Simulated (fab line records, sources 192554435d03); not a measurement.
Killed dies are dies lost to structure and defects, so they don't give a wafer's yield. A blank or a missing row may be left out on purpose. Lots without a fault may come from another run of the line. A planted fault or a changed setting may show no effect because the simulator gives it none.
A struck lot beside a sound one | flow n5_finfet | 25 steps out of a route of 1938
Sound: wafers L414.2, L414.3, L414.4. Struck: wafers L431.3, L431.4, L431.5. The cause comes at the end.
At each step with rows: each side's tool, then ch and its chambers, then its first start. Under that, the readings that differ: sound wafers | struck wafers | difference of the means | sigmas: that difference in standard deviations of wafers without a fault.
alike: readings whose means differ by less than 2 such deviations, and words and numbers that are the same on both sides. not compared: withheld readings, readings that some wafer has no value for, bounds like >300 that may hide the same value, and numbers for which the record gives no deviation and whose values overlap.
The two part at a step that has a row with sigmas, a row that says differs or no value, or rows on one side only. Numbers that don't overlap but have no deviation are shown without sigmas and don't part them. A reading that every wafer of one side lacks parts them only if that side has two wafers or more.

first, 11 steps without rows for these wafers: N5_BEOL_M2_ETCH_74 (etches underlayer in N2/H2, target depth 6.5 nm, time 5.2 s); N5_BEOL_M2_ETCH_63 (etches SiARC in CF4, target depth 15.6 nm, time 26 s); N5_BEOL_M2_ETCH_64 (etches SOC in N2/H2, target depth 75 nm, overetch 22.5 nm, time 121.9 s); N5_BEOL_M2_STRIP_65 (strips in N2/H2); N5_BEOL_M2_STRIP_75 (strips in N2/H2); N5_BEOL_M2_STRIP_66 (strips in CF4); N5_BEOL_M2_HM_OPEN_17 (chemistry Cl2/BCl3, target TiN, target depth 20 nm, overetch 6 nm); N5_BEOL_M2_STRIP_19 (strips in O2); N5_BEOL_M2_COAT_67 (time 60 s, resist thk 60 nm); N5_BEOL_M2_COAT_68 (time 60 s, resist thk 12 nm); N5_BEOL_M2_COAT_76 (time 60 s, resist thk 5 nm).
N5_BEOL_M2_COAT_22: resist thk 30 nm.
  sound on litho_track-02 ch 0, day 7 17:51; struck on litho_track-02 ch 0, day 12 05:55
  reading                                      | sound                | struck               | difference | sigmas
  spin_speed_rpm (rpm)                         | 1502.7 1502.4 1501.3 | 1419.5 1419.2 1420.6 | -82.4      | -82
  model.CAR-EUV_of_BEOL_M2_COAT_22.thk_nm (nm) | 30 30 30             | 30.6 30.6 30.6       | +0.6       |
  alike: dispense_pressure_kPa
then, 9 steps without rows for these wafers: N5_BEOL_M2_EBR_24; N5_BEOL_M2_SOFTBAKE_23 (time 60 s); N5_BEOL_M2_EXPOSE_25 (exposes mask V1, defocus 5 nm); N5_BEOL_M2_PEB_26 (peb time 60 s); N5_BEOL_M2_DEVELOP_27 (develop time 30 s); N5_BEOL_M2_DESCUM_33 (chemistry O2, time 7 s); N5_BEOL_M2_ETCH_77 (etches underlayer in N2/H2, target depth 6.5 nm, time 5.2 s); N5_BEOL_M2_ETCH_69 (etches SiARC in CF4, target depth 15.6 nm, time 26 s); N5_BEOL_M2_ALD_98 (deposits SiO2, target thk 2.5 nm, pulse time 1 s, co reactant pulse time 1 s).
N5_BEOL_M2_ETCHBACK_99: etches SiO2 in CHF3, target depth 5 nm, time 10.4 s.
  sound on rie_diel-01 ch 1,2, day 8 04:16; struck on rie_diel-01 ch 0,1,3, day 12 11:38
  reading                                      | sound          | struck     | difference | sigmas
  model.CAR-EUV_of_BEOL_M2_COAT_22.thk_nm (nm) | 10.4 10.4 10.4 | 11.2 11 11 | +0.7       |
  alike: drypump_motor_current_A, oes_product_au, rf_vpp_V, showerhead_plenum_p_Torr, throttle_valve_pct
  not compared: rf_hours_counter_h
then, 1 step without rows for these wafers: N5_BEOL_M2_ETCH_70 (etches SOC in N2/H2, target depth 80 nm, overetch 24 nm, time 130 s).
N5_BEOL_M4_RC_MEAS_101:
  sound on prober-02 ch 0, day 10 10:49; struck on prober-02 ch 0, day 14 10:44
  alike: DIBL_N, DIBL_P, IOFF_N, IOFF_P, ION_N, ION_P, SS_N, SS_P, VT_N, VT_P
-- the record jumps here: 4 days lie between the struck wafers' starts before and after (it left off in module BEOL_M4 and takes up again in module PASSIVATION, whose first step shown is number 1936 of the route) --
N5_PASSIVATION_PROBE_49:
  sound on prober-02, day 14 11:25; struck on prober-02, day 18 16:32
  alike: defect_limited_yield, killed_at_M0_to_M3, killed_at_M4_up, killed_at_contacts, killed_at_front_end, killed_at_other, killed_dies, killed_open, killed_short, sort_bin_5_function, sort_bin_6_memory, sort_bin_8_speed, sort_n_pass, sort_yield_pct

WHERE THEY PART
Only at N5_BEOL_M2_COAT_22, within this record. Later steps at which nothing parts them and some readings are alike: N5_BEOL_M2_ETCHBACK_99, N5_BEOL_M4_RC_MEAS_101, N5_PASSIVATION_PROBE_49.

WHY: what the simulator had put in
Process parameter drift: litho_track-02, from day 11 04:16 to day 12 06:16, at N5_BEOL_M2_COAT_22. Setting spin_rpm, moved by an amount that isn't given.
